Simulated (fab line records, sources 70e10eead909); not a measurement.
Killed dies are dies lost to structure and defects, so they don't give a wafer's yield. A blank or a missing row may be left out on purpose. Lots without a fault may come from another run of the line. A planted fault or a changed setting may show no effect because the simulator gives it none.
Which tool did it? | flow nand_harc | 12 lots, 36 wafers sampled, at 4 steps of a route of 1159

WHAT THE GAUGES READ, wafer by wafer
NHARC_A_SLIT_INSPECT_11.
lot  | measured     | on                | raw_defect_count
L075 | day 14 15:10 | defect_inspect-02 | 10 7 9
L077 | day 15 01:11 | defect_inspect-01 | 24 21 23
L079 | day 15 10:02 | defect_inspect-02 | 33 34 35
L080 | day 15 17:40 | defect_inspect-02 | 9 14 15
L083 | day 16 12:53 | defect_inspect-02 | 35 30 36
L085 | day 17 22:58 | defect_inspect-01 | 26 28 20
L090 | day 18 01:28 | defect_inspect-01 | 34 43 25
L088 | day 18 01:15 | defect_inspect-02 | 12 19 18
L089 | day 18 06:54 | defect_inspect-01 | 17 16 16
L092 | day 18 08:43 | defect_inspect-02 | 39 34 29
L095 | day 19 15:47 | defect_inspect-01 | 16 15 15
L096 | day 19 15:57 | defect_inspect-02 | 19 10 19

WHICH TOOL RAN EACH LOT (tool, then ch and the chambers of the sampled wafers, then the start)
lot  | NHARC_A_STAIRCASE_DEP_322       | NHARC_A_STAIRCASE_STRIP_475                   | NHARC_A_SGD_CUT_ETCHBACK_24
L075 | pecvd-03 ch 0,1,2, day 13 03:07 | rie_diel-01 ch 0,1,3, day 14 11:31 or earlier | rie_diel-09 ch 0,2,3, day 14 11:31
L077 | pecvd-01 ch 0,1,2, day 13 16:36 | rie_diel-08 ch 1,2,3, day 14 21:18 or earlier | rie_diel-09 ch 0,2, day 14 21:18
L079 | pecvd-01 ch 0,1,2, day 14 00:26 | rie_diel-08 ch 0,1,2, day 14 22:37            | rie_diel-06 ch 0,1,2, day 15 06:30
L080 | pecvd-03 ch 1,2, day 14 06:50   | rie_diel-01 ch 1,2,3, day 15 14:05 or earlier | rie_diel-02 ch 2,3, day 15 14:05
L083 | pecvd-01 ch 1,2, day 14 21:39   | rie_diel-08 ch 0,2, day 16 06:55 or earlier   | rie_diel-06 ch 0,1,3, day 16 06:55
L085 | pecvd-02 ch 0,2, day 16 08:58   | rie_diel-08 ch 1,2, day 17 17:19 or earlier   | rie_diel-06 ch 0,1, day 17 17:19
L090 | pecvd-02 ch 1,2, day 16 15:33   | rie_diel-08 ch 0,3, day 17 21:52 or earlier   | rie_diel-02 ch 0,2,3, day 17 21:52
L088 | pecvd-03 ch 0,2, day 16 16:13   | rie_diel-13 ch 0,1,3, day 17 21:52 or earlier | rie_diel-06 ch 1,2, day 17 21:52
L089 | pecvd-03 ch 0,2, day 16 23:12   | rie_diel-01 ch 1,2,3, day 18 03:29 or earlier | rie_diel-02 ch 1,2,3, day 18 03:29
L092 | pecvd-03 ch 0,2, day 16 23:52   | rie_diel-08 ch 1,2,3, day 18 03:38 or earlier | rie_diel-09 ch 0,1,3, day 18 03:38
L095 | pecvd-02 ch 0,1,2, day 18 09:24 | rie_diel-01 ch 0,1,3, day 19 12:24 or earlier | rie_diel-06 ch 0,1,3, day 19 12:24
L096 | pecvd-03 ch 0,1,2, day 18 09:41 | rie_diel-08 ch 1,2,3, day 19 06:51            | rie_diel-02 ch 0,2,3, day 19 12:25
- NHARC_A_STAIRCASE_DEP_322: deposits SiO2, target thk 3800 nm.
- NHARC_A_STAIRCASE_STRIP_475: strips in O2, time 20 s.
- NHARC_A_SGD_CUT_ETCHBACK_24: etches the open film in CH3F/O2, target depth 50 nm, time 92.857 s.

THE ANSWER, worked out from the rows above alone
Rule: what is usual is taken from the lots themselves. Put in order of their means at a reading, lots are off if they are a third of the lots or fewer, leave a main group of 4 or more, and stand apart from it by a gap of 3 or more times the standard deviation of the main group's means; of several such gaps the widest counts. A main group whose means are all the same, to the digits that the tables above print for the reading, isn't used. A lot without any number at a reading at which 4 lots or more have one is off too. The other lots that the step has rows for count as sound.
No lot is off at any reading shown: from this, nothing can be told.

WHAT THE SIMULATOR HAD PUT IN
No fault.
